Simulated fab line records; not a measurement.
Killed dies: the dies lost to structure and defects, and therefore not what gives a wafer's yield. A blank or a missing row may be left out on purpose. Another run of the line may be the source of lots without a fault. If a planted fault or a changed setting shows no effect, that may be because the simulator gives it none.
Problem report in the 8D (eight disciplines) form, filled by code ; flow nand harc ; the parts of the form that need people (team, actions taken, sign-off) are left out

## 1. THE PROBLEM
At NHARC_END_SORT_01, killed at array averages 670 over 6 wafers from 2 lots, while fault-free wafers read 52, standard deviation 16. That is +39 standard deviations from the usual mean.
Earliest sighting: wafer L264.1 on prober-02 at day 31 06:24. The record holds 6 wafers of 2 lots with a number at this step. Rule for "out", or "out of limits": more than 4 standard deviations from the usual mean. All remaining wafers that have a number are taken as sound.

## 2. WHAT IT IS, WHAT IT ISN'T
question;is;is not
which readings at this step;killed at array, killed dies;killed at other, killed at periphery, killed open, killed short
which lots;L264, L267;-
which wafers of those lots;all that have a number;-
read on which gauges;prober-01, prober-02;-
when;from day 31 06:24;up to then (0 sound wafers)

## 3. WHAT RULES OUT EACH SUSPECT
Counting: a tool at any process step up to the reading remains a suspect when it ran all the lots that are out and ran no sound lot after the first of those.
- ruled out: the gauge at NHARC_END_SORT_01. 2 gauges (prober-01, prober-02) read the wafers that are out.
- rie diel-07 at NHARC_A_CONTACT_ETCH_96 (etches the open film in C4F6/O2, target depth 20 nm, time 10 s): kept. It ran every lot that is out, first L264 (day 28 14:48), and no sound lot after that. Out on those wafers are its own readings of run length s.
The count leaves rie diel-07 at NHARC_A_CONTACT_ETCH_96.

## 4. THE CAUSE (what the simulator had put in)
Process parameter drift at NHARC_A_CONTACT_ETCH_96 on rie diel-07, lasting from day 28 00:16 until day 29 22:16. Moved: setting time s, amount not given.
This tool alone remained once counting was done.

## 5. THE EFFECT CHAIN, in route order
One row per reading whose mean, taken over the struck wafers that have a number, lies over 3 standard deviations from the usual. Only readings whose record carries a usual standard deviation are examined. hours: median over the lots of the time between each lot's start at the first step of this table that gives one and its start at this step. sigmas: the change, counted in usual standard deviations.
hours;step;reading;usual;on struck wafers;change;sigmas
0;NHARC_A_CONTACT_ETCH_96;run length s;31.2 s;27.2;-4.0;-10
63;NHARC_END_SORT_01;killed at array;52;670;+618;+39
63;NHARC_END_SORT_01;killed dies;57;677;+620;+39
Process steps it contains:
- NHARC_A_CONTACT_ETCH_96: etches the open film in C4F6/O2, target depth 20 nm, time 10 s.
Readings that are blank on the struck wafers while sound wafers have them: rf fwd power W at NHARC_A_CONTACT_ETCH_96.

## 6. HOW IT WOULD HAVE BEEN CAUGHT EARLIER
In this record the first reading out of limits at a measuring or inspecting step was taken at day 31 06:24, 78 hours after the fault began at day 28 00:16.
At NHARC_A_CONTACT_ETCH_96, the tool's own readings (run length s) were out on each struck wafer the step has a row for, so an alarm limit on them would have fired on the first such wafer.
By day 31 06:24, every lot that is out (2) had started NHARC_A_CONTACT_ETCH_96 on rie diel-07. Tool hold at that time: it would have spared none of them.
